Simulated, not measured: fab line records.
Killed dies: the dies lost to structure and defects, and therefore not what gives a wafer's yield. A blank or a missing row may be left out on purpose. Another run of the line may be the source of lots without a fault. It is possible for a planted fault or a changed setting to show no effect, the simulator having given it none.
One fault seen from 2 desks || flow nand_harc || only its own numbers are on each desk; what lay behind them is given at the end

DESK OF THE TOOL OWNER: pecvd_onon-04
The tool's own readings at NHARC_A_ONON_D1_DEP_09 (target thk 1000 nm): means of the sampled wafers that have a number, for each lot that ran on this tool. Any lot whose mean is over 4 standard deviations away from the usual mean is out of limits and marked OUT; that distance is given in the brackets.
Columns: A = n2o_flow_sccm at NHARC_A_ONON_D1_DEP_09, usual 2000 sccm
{"lot": "L583", "first seen here": "day 7 09:20", "A": 2001}
{"lot": "L588", "first seen here": "day 9 05:44", "A": 2002}
{"lot": "L591", "first seen here": "day 9 12:20", "A": 1996}
{"lot": "L602", "first seen here": "day 12 04:58", "A": 1998}
{"lot": "L604", "first seen here": "day 12 16:37", "A": 2003}
Finding of this desk: none of the 5 lots has anything out of limits.

FROM THE METROLOGY DESK
Means of the sampled wafers that have a number, per lot and without regard to the tool the lot ran on: this is what the gauges read. Any lot whose mean is over 4 standard deviations away from the usual mean is out of limits and marked OUT; that distance is given in the brackets.
Columns: A = thk_nm at NHARC_A_ONON_D1_THK_MEAS_11, usual 1000 nm
{"lot": "L583", "first seen here": "day 7 09:48", "A": 1009}
{"lot": "L587", "first seen here": "day 8 06:25", "A": 1008}
{"lot": "L588", "first seen here": "day 9 06:14", "A": "1200 (+22) OUT"}
{"lot": "L591", "first seen here": "day 9 12:51", "A": "1213 (+23) OUT"}
{"lot": "L592", "first seen here": "day 9 16:31", "A": 1017}
{"lot": "L596", "first seen here": "day 10 18:21", "A": 1000}
{"lot": "L597", "first seen here": "day 11 09:57", "A": 987}
{"lot": "L598", "first seen here": "day 11 09:58", "A": 995}
{"lot": "L600", "first seen here": "day 12 01:58", "A": 1006}
{"lot": "L601", "first seen here": "day 12 02:01", "A": 1001}
{"lot": "L603", "first seen here": "day 12 05:29", "A": 995}
{"lot": "L602", "first seen here": "day 12 05:29", "A": 1014}
{"lot": "L605", "first seen here": "day 12 16:47", "A": 997}
{"lot": "L604", "first seen here": "day 12 17:08", "A": 1002}
Finding of this desk: L588, L591 out of limits; the first was L588 at day 9 06:14, on thk_nm at NHARC_A_ONON_D1_THK_MEAS_11. In limits: L583, L587, L592, L596, L597, L598, L600, L601, L603, L602, L605, L604.

PUT TOGETHER
An alarm was possible from the metrology desk at day 9 06:14, on L588, L591.
The desk of the tool owner found nothing out of limits.
On record at the tool owner's desk: L588, L591, within its limits.
On pecvd_onon-04, each named lot ran NHARC_A_ONON_D1_DEP_09.

WHAT WAS PUT IN BY THE SIMULATOR
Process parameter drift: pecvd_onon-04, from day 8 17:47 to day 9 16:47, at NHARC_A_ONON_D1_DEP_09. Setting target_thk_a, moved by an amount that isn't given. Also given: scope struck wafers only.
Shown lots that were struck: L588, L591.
Per desk, hours elapsed from the start of the fault to the first reading out of limits: for the metrology desk, 12.
